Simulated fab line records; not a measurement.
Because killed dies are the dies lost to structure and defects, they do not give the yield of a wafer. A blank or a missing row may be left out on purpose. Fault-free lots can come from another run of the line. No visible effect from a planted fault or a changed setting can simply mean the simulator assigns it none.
fab line records    flow n5Finfet
record lots=5  wafers=13  lastDay=18
route steps=1938 shown BEOL_M1@829 BEOL_M2@841 BEOL_M4@1111 PASSIVATION@1936
lots with no fault: from the same line, run without faults
startH: hours from the record's opening day to when the first of the lot's shown wafers began    waitH: hours since the lot's step before    " repeats the value in the row above    L1.1+2: several wafers, shown together as one row    - value missing, or start not given    * or withheld: withheld    < > ~ a bound
route shown NAME@n: a module of which the file shows steps, and the number in the route of the first    usual: average and standard deviation across the fault-free wafers    same: alike in all rows    chamber/n: place in a boat    sites: per-site readings    _std_site: standard deviation of those values    _edge_site: inner sites' mean taken away from outer sites' mean    radiusMm: how far each site lies from the wafer's centre    mask NAME#n: copy n    behind: the last tool/chamber to shape the wafer    hold: why the lot was held/for how many hours/how that ended    device: whichever transistor did not switch (one of n, p or np)    end of line: the route-end tests of the same wafers    for a step that has no rows: nothing shown but its recipe    killed: count of dies lost to structure and defects at first sort (not the wafer's yield)    map: per-die view of a wafer (x killed, . not killed, _ where there is no die)
set.NAME: the setting the step ran with; set.NAME@STEP: the setting that earlier step ran with    model.NAME: the simulator's own value behind a step, which no gauge read
a table for each step, a row for each wafer; lots at some steps of the route
services: the hour from which a tool's chamber was out of use, counted from the record's first day as startH (under 0 if before that day), plus the number of hours and why
## steps
# step N5_BEOL_M1_ANNEAL_95
# recipe tempC=400  timeS=240  ambient=vacuum
# step N5_BEOL_M1_SPUTTER_96
# recipe material=Cu  targetThkA=45  tempC=-20  chamberPressurePa=0.07  powerW=withheld  timeS=8.29
# step N5_BEOL_M1_ECD_50
# recipe material=Cu  targetThkA=3000
# step N5_BEOL_M1_ANNEAL_51
# recipe tempC=225  timeS=90  ambient=N2
# step N5_BEOL_M1_CMP_52
# recipe stopOn=SiOC  tOverpolishS=6.8  downForcePsi=1  platenRpm=50  clearingPlatenDownForcePsi=1.5  clearingPlatenRpm=50  postCmpClean=cuAlkaline  targetThkNm=40  clearingPlatenPadVelocityMS=0.99484  padVelocityMS=0.99484
# step N5_BEOL_M1_PRE_CLEAN_60
# recipe gas=NH3/H2  timeS=15  tempC=*  rfPowerW=300
# step N5_BEOL_M1_CO_CAP_55
# recipe material=Co  targetThkA=20  tempC=200  precursor=CCTBA/H2  pressureTorr=30  timeS=102.1
# step N5_BEOL_M1_PRE_CLEAN_56
# recipe gas=NH3  timeS=15  tempC=withheld  rfPowerW=300
# step N5_BEOL_M1_DEP_57
# recipe material=SiCN  targetThkA=80  tempC=withheld  precursor=3MS/NH3  pressureTorr=3  rfW=202  timeS=14
# step N5_BEOL_M2_ILD_DEP_00
# recipe material=SiOC  targetThkA=790  tempC=350  precursor=DEMS/O2  pressureTorr=5  rfW=500  timeS=15.3
# usual heaterPowerW=466/67  showerheadPlenumPTorr=5.694/0.014  throttleValvePct=11.9/0.51
lot.wafer  tool      chamber  startH  waitH  heaterPowerW  showerheadPlenumPTorr  throttleValvePct  model.SiOC_of_BEOL_M2_ILD_DEP_00.thkNm
L468.1     pecvd-04  1        185.77  0.0    440           5.704                  11.8              79
L468.3     "         1        "       "      441           5.688                  11.9              79.6
L468.4     "         2        "       "      447           5.701                  12.1              79.6
L469.2     pecvd-03  2        194.21  0.0    379           5.728                  12.0              80
L469.5     "         0        "       "      423           5.685                  11.3              80.4
L469.6     "         1        "       "      447           5.682                  12.4              79.4
L479.4     pecvd-03  1        258.22  0.1    466           5.687                  12.8              80.4
L479.6     "         2        "       "      392           5.696                  12.2              103.6
L482.2     pecvd-03  0        267.27  0.0    458           5.688                  11.4              78.8
L482.4     "         0        "       "      454           5.691                  11.4              80.8
L482.6     "         2        "       "      397           5.716                  12.1              104.6
L481.4     pecvd-03  0        270.10  0.1    502           5.693                  11.7              80.8
L481.6     "         1        "       "      405           5.679                  12.8              105
# step N5_BEOL_M2_THK_MEAS_01
# recipe reads=SiOC_of_BEOL_M2_ILD_DEP_00
# usual M2_ILD_THK=79.5/1
lot.wafer  tool          chamber  startH  waitH  M2_ILD_THK[nm]
L468.1     filmMetro-01  -        185.85  0.1    78.9
L468.3     "             -        "       "      79.5
L468.4     "             -        "       "      79.5
L469.2     filmMetro-01  -        194.27  0.1    79.9
L469.5     "             -        "       "      80.3
L469.6     "             -        "       "      79.4
L479.4     filmMetro-01  -        258.27  0.0    80.6
L479.6     "             -        "       "      103.6
L482.2     filmMetro-02  -        267.34  0.1    78.8
L482.4     "             -        "       "      80.8
L482.6     "             -        "       "      104.6
L481.4     filmMetro-01  -        270.16  0.0    80.8
L481.6     "             -        "       "      104.9
# step N5_BEOL_M2_PECVD_72
# recipe material=SiO2  targetThkA=160  tempC=400  precursor=TEOS/O2  pressureTorr=5.5  rfW=450  teosFlowSccm=53.8  gas=O2  flowSccm=3000  timeS=18
# step N5_BEOL_M2_HM_DEP_02
# recipe material=TiN  targetThkA=200  tempC=25  chamberPressurePa=0.49996
# step N5_BEOL_M2_COAT_61
# recipe resist=SOC  tempC=250  timeS=60  spinRpm=1500  resistThkNm=60
# step N5_BEOL_M2_COAT_62
# recipe resist=SiARC  tempC=220  timeS=60  spinRpm=1500  resistThkNm=12
# step N5_BEOL_M2_COAT_73
# recipe resist=underlayer  tempC=205  timeS=60  spinRpm=1500  resistThkNm=5
# step N5_BEOL_M2_COAT_05
# recipe resist=CAR-EUV  spinRpm=1500  resistThkNm=30
# step N5_BEOL_M2_EBR_07
# recipe solvent=PGMEA  ebrWidthMm=1.5
# step N5_BEOL_M2_SOFTBAKE_06
# recipe tempC=110  timeS=60  resist=CAR-EUV
# step N5_BEOL_M2_EXPOSE_08
# recipe maskId=M2  na=0.33  sourceShape=dipole  sigmaInner=0.369  sigmaOuter=0.767  polarization=unpolarized  doseMj=41.25
# step N5_BEOL_M2_PEB_09
# recipe pebTempC=100  pebTimeS=60  resist=CAR-EUV
# step N5_BEOL_M2_DEVELOP_10
# recipe developTimeS=30  developer=TMAH  resist=CAR-EUV  rinseLiquid=surfactantRinse  dry=airSpin  devTempC=23
# step N5_BEOL_M2_DESCUM_16
# recipe chemistry=O2  timeS=7  sourcePowerW=50  biasPowerW=20  pressureMtorr=20  rfFrequencyHz=2.712e+07  tempC=40  resist=CAR-EUV  o2FlowSccm=225
# step N5_BEOL_M2_ETCH_74
# recipe chemistry=N2/H2  target=underlayer  targetDepthA=65  maskMaterial=CAR-EUV  timeS=5.2  ionEnergyEv=200  pressureMtorr=30  sourceW=840  biasW=150  n2FlowSccm=200  h2FlowSccm=200  ends=cleared
# step N5_BEOL_M2_ETCH_63
# recipe chemistry=CF4  target=SiARC  targetDepthA=156  maskMaterial=CAR-EUV  timeS=26  ionEnergyEv=80  pressureMtorr=40  sourceW=545  biasW=36  Ar_flow_sccm=100  cf4FlowSccm=100  ends=cleared
# step N5_BEOL_M2_ETCH_64
# recipe chemistry=N2/H2  target=SOC  targetDepthA=750  overetchA=225  maskMaterial=SiARC  tempC=40  timeS=121.9  ionEnergyEv=200  pressureMtorr=30  sourceW=840  biasW=150  n2FlowSccm=200  h2FlowSccm=200
# step N5_BEOL_M2_STRIP_65
# recipe chemistry=N2/H2  tempC=40  n2FlowSccm=200  h2FlowSccm=200  rfFrequencyHz=6e+07
# step N5_BEOL_M2_STRIP_75
# recipe chemistry=N2/H2  tempC=40  n2FlowSccm=200  h2FlowSccm=200  rfFrequencyHz=6e+07
# step N5_BEOL_M2_STRIP_66
# recipe chemistry=CF4  resist=SiARC  powerW=300  biasPowerW=75  pressureMtorr=50  cf4FlowSccm=150  rfFrequencyHz=6e+07
# step N5_BEOL_M2_HM_OPEN_17
# recipe chemistry=Cl2/BCl3  targetDepthA=200  overetchA=60  target=TiN  maskMaterial=SOC  ionEnergyEv=150  pressureMtorr=10  icpW=1000  biasW=126  Cl2_flow_sccm=53.25  bcl3FlowSccm=21.75  Ar_flow_sccm=25
# step N5_BEOL_M2_STRIP_19
# recipe chemistry=O2  powerW=400  tempC=40  pressureMtorr=30  rfFrequencyHz=6e+07  biasPowerW=0  overashFraction=0.2  o2FlowSccm=225
# step N5_BEOL_M2_COAT_67
# recipe resist=SOC  tempC=250  timeS=60  spinRpm=1500  resistThkNm=60
# step N5_BEOL_M2_COAT_68
# recipe resist=SiARC  tempC=220  timeS=60  spinRpm=1500  resistThkNm=12
# step N5_BEOL_M2_COAT_76
# recipe resist=underlayer  tempC=205  timeS=60  spinRpm=1500  resistThkNm=5
# step N5_BEOL_M2_COAT_22
# recipe resist=CAR-EUV  spinRpm=1500  resistThkNm=30
# step N5_BEOL_M2_CMP_52
# recipe stopOn=SiOC  tOverpolishS=6.8  downForcePsi=1  platenRpm=50  clearingPlatenDownForcePsi=1.5  clearingPlatenRpm=50  postCmpClean=cuAlkaline  targetThkNm=40  clearingPlatenPadVelocityMS=0.99484  padVelocityMS=0.99484
# usual edgeZonePressureFrac=1.000/0.0053  headPressurePsi=0.9998/0.0024  motorCurrentA=5.8/0.48
lot.wafer  tool    chamber  startH  waitH  edgeZonePressureFrac  headPressurePsi  motorCurrentA  model.SiOC_of_BEOL_M2_ILD_DEP_00.thkNm
L468.1     cmp-02  2        192.37  0.5    0.999                 1.0033           6.6            76
L468.3     "       3        "       "      1.009                 0.9955           5.4            76.6
L468.4     "       1        "       "      1.011                 0.9981           6.1            76.6
L469.2     cmp-03  0        209.17  0.2    1.005                 1.0032           5.9            77
L469.5     "       0        "       "      0.999                 1.0000           6.2            77.4
L469.6     "       1        "       "      1.003                 0.9970           5.5            76.4
L479.4     cmp-03  2        271.02  0.1    1.000                 0.9992           5.6            77.4
L479.6     "       3        "       "      1.001                 0.9958           6.4            100.6
L482.2     cmp-02  3        281.74  0.2    1.003                 0.9991           5.1            75.8
L482.4     "       0        "       "      1.005                 1.0004           6.3            77.8
L482.6     "       2        "       "      0.991                 0.9974           6.6            101.6
L481.4     cmp-03  3        285.07  0.2    0.995                 0.9983           6.2            77.8
L481.6     "       3        "       "      0.998                 0.9954           6.4            102
# step N5_BEOL_M4_RC_MEAS_101
# usual DIBL_N=35.8/1.6  DIBL_P=36.0/1.9  IOFF_N=0.151/0.029  IOFF_P=0.21/0.037  ION_N=673/12  ION_P=463/7.3  SS_N=71.5/0.58  SS_P=73.2/0.61  VT_N=251/3.3  VT_P=-250/3.3
lot.wafer  tool       chamber  startH  waitH  DIBL_N[mV/V]  DIBL_P[mV/V]  IOFF_N[nA/um]  IOFF_P[nA/um]  ION_N[uA/um]  ION_P[uA/um]  SS_N[mV/dec]  SS_P[mV/dec]  VT_N[mV]  VT_P[mV]
L468.1     prober-02  0        213.18  0.0    33.6          35.0          0.128          0.22           662           467           72.3          73.0          256       -248
L468.3     "          0        "       "      33.8          34.5          0.136          0.21           667           465           71.4          72.9          251       -247
L468.4     "          0        "       "      36.6          38.1          0.195          0.28           684           472           72.1          73.7          248       -243
L469.2     prober-02  0        239.49  0.2    35.7          36.8          0.165          0.23           678           467           71.4          73.1          248       -247
L469.5     "          0        "       "      36.6          38.7          0.195          0.27           692           475           71.9          73.5          247       -246
L469.6     "          0        "       "      36.0          37.5          0.173          0.25           673           466           72.4          74.3          245       -248
L479.4     prober-01  0        299.20  0.5    35.1          36.1          0.154          0.20           676           460           71.5          73.4          247       -252
L479.6     "          0        "       "      35.6          37.5          0.161          0.21           675           464           71.8          74.1          249       -251
L481.4     prober-02  0        314.66  0.5    35.1          34.7          0.127          0.18           667           461           71.6          73.5          254       -255
L481.6     "          0        "       "      35.0          35.0          0.129          0.18           665           455           71.3          72.5          253       -254
L482.2     prober-01  0        314.73  0.2    34.0          34.4          0.113          0.19           654           457           71.1          73.3          256       -252
L482.4     "          0        "       "      33.1          34.0          0.114          0.18           671           471           70.7          72.3          258       -251
L482.6     "          0        "       "      31.8          32.0          0.099          0.15           664           463           71.3          72.2          257       -252
# step N5_PASSIVATION_PROBE_49
# usual defectLimitedYield=90.9/1.4  killed_at_M0_to_M3=37/12  killed_at_M4_up=14/5.3  killedAtContacts=12/6.2  killedAtFrontEnd=41/11  killedAtOther=3.7/2.9  killedDies=107/17  killedOpen=71/12  killedShort=34/7.9  sort_bin_5_function=5.3/0.95  sort_bin_6_memory=3.4/0.7  sortNPass=1073/17  sortYieldPct=90.9/1.5
# same grossDies=1180  killedAtBackSide=0  sort_bin_4_leakage[%]=0  sort_bin_8_speed[%]=0
lot.wafer  tool       chamber  startH  waitH  defectLimitedYield[%]  killed_at_M0_to_M3  killed_at_M4_up  killedAtContacts  killedAtFrontEnd  killedAtOther  killedDies  killedOpen  killedShort  sort_bin_5_function[%]  sort_bin_6_memory[%]  sortNPass  sortYieldPct[%]
L479.6     prober-02  -        409.77  0.3    74.5                   199                 33               19                42                8              301         87          44           21.0                    4.5                   879        74.5
L481.6     prober-02  -        419.97  0.3    79.7                   196                 6                4                 32                1              239         46          20           18.0                    2.0                   941        79.7
L482.6     prober-02  -        426.31  0.3    77.3                   190                 25               10                42                1              268         74          33           19.4                    3.2                   912        77.3
# killed by level:class
L479.6 BEOL_M2:areaDep=169 MOL_CONTACT_COAG:geometricParticle:open=15 FIN_SAQP:geometricParticle:open=14 BEOL_M4:geometricParticle:open=12 FIN_SAQP:geometricParticle:short=9 BEOL_M0_SAQP:geometricParticle:open=9 BEOL_M0_SAQP:geometricParticle:short=8 BEOL_M5:geometricParticle:open=8
L481.6 BEOL_M2:areaDep=172 FIN_SAQP:geometricParticle:open=8 BEOL_M1:geometricParticle:open=7 BEOL_M3:geometricParticle:open=5 GATE_CUT:geometricParticle:short=4 MOL_CONTACT_COAG:geometricParticle:open=4 STI_FIN_REVEAL:geometricParticle:open=3 STARTING-WAFER:geometricParticle:open=3
L482.6 BEOL_M2:areaDep=160 BEOL_M4:geometricParticle:open=14 BEOL_M0_SAQP:geometricParticle:open=11 BEOL_M0_SAQP:geometricParticle:short=11 FIN_SAQP:geometricParticle:open=9 MOL_CONTACT_COAG:geometricParticle:open=8 DUMMY_GATE:geometricParticle:open=5 GATE_CUT:geometricParticle:short=5
# map L479.6 (x killed, . not)
_________________............________________
______________.................._____________
___________.x........x.............__________
__________.................x........_________
________...................x......x..._______
_______.....x.................x.....x..______
______.xx........x..........xx.........._____
_____.................xx.x...............____
____x.x........x...x.x.x..................___
___.......x......x.....xxx...x.x...........__
___.x.x..............xx.xx..xx.......xx....__
__...xx...........x.xxxxxxx.x..x...x...x...._
__.........x....xx.x.xx.xxxxxxx....x....xx.._
_....x........xx.xxxxxxxxx.xx.xx...x.........
_xx........x.x.xx.xxxxxxx..xxx....x......x...
_...x.x.......x.xxxxxxxxxxxxx..xxx..........x
_.........x..xx.xxx.xxx.xxxxx.x...xxx..x.....
_x.x.x..x..x.x..xx.xxxxxxx.xxxx....x.........
_......xx..xxxxx..x.xxxxx..xxx.xxxx.....x....
_.......x....x.xxx.xxxxxxxxxxxxxxx.x...x.....
_........x.......xxxxxxxxxx.xx...............
__....x.x.x.x...xxxxx.xx.xxxxx...x.xx......._
__x.............x.xxxxx.....x..............._
___...x.........x.xxx...x..xxxx....xx......__
___x.x.......x...x....xx..x......x.x.......__
____x...x.............x..x......x....x....___
_____......x........x..x...........x.....____
______........x...................x....._____
_______..................x......x......______
________.x...x..x.........x....x..x..._______
__________xx.................x..x.x._________
___________.........x...x...x......__________
______________..xxx.x...x......x_____________
_________________............________________
# map L481.6 (x killed, . not)
_________________............________________
______________...x...x.......x.._____________
___________................x.x.....__________
__________..............x.........x._________
________.........x.....x......x......._______
_______..................x.x...........______
______......x............x...........x.._____
_____...............x.x...x..............____
____................x...xx................___
___.x..............x....x..x...............__
___........x....x...x.xx.....x........x....__
__...........xx.xx....xxxxx.xx.............._
__.......x........x.xxxx.xxxx.xxx.........x._
_.....x......x..xx.xxxx.xxxx...............x.
_...........x.x..xxxxx.xxxxxxx.x..........x..
_.......x.......xx.xxxxxxx.xxxxx.x..x........
_............x..x.xxx.xxxxxx.x.xxx.......x...
_............xxxxxxxxxxx.x.xxxx.x..x.....x...
_.........x...xxxx.x..xxxxxxxx.x..x...x......
_....x.......x.xxxxx.xxxxxxxx..x.x...........
_...x......xx..xxxxx..xx.xxxxx..xx...........
__.............x.x...xxxxx...x.x............_
__...............xx.xxxx.x.x....x..........._
___...........x....xxxxx.x.................__
___.............x.x.xx...x...........x.....__
____...............x....x....x..x.........___
_____......x.x.......xxx.................____
______..................x..............._____
_______.....................x..........______
________...x...x......x..............._______
__________...x..................x..._________
___________x.......................__________
______________..x..............x_____________
_________________............________________
## services
tool      chamber  startH  hours  kind
cmp-03    -        165.20  3.8    pm
pecvd-04  0        166.05  -      clean
pecvd-04  0        166.05  29.5   scheduledDown
pecvd-04  0        166.05  29.5   ventCycle
pecvd-03  0        186.08  5.0    scheduledDown
pecvd-04  2        202.38  -      clean
pecvd-04  2        202.38  -      consumableReplace:showerhead
pecvd-04  2        202.38  29.0   scheduledDown
pecvd-04  2        202.38  29.0   ventCycle
pecvd-03  0        227.38  25.5   repair
## key
firstSign step=N5_BEOL_M2_THK_MEAS_01  reading=M2_ILD_THK  direction=up  sigmas=24  usual=79.5  struck=104.4
effect step=N5_PASSIVATION_PROBE_49  reading=sort_bin_5_function  direction=up  sigmas=15  usual=5.3  struck=19.5
modelEffect step=N5_BEOL_M2_ILD_DEP_00  value=SiOC_of_BEOL_M2_ILD_DEP_00.thkNm  without=81.13  struck=104.4
modelEffect step=N5_BEOL_M2_CMP_52  value=SiOC_of_BEOL_M2_ILD_DEP_00.thkNm  without=78.13  struck=101.4
moreKillsBornAt N5_BEOL_M2_ILD_DEP_00@pecvd-03=501
metAt N5_BEOL_M2_ILD_DEP_00
struckWafers L479.6,L481.6,L482.6
onsetBetween 194.21 258.22
fault kind=processParameterDrift  tool=pecvd-03  chamber=-  onsetH=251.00  steps=N5_BEOL_M2_ILD_DEP_00  channel=timeS  offset=*  shape=step  endH=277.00  scope=struckWafersOnly  actsIn=*  stated=*
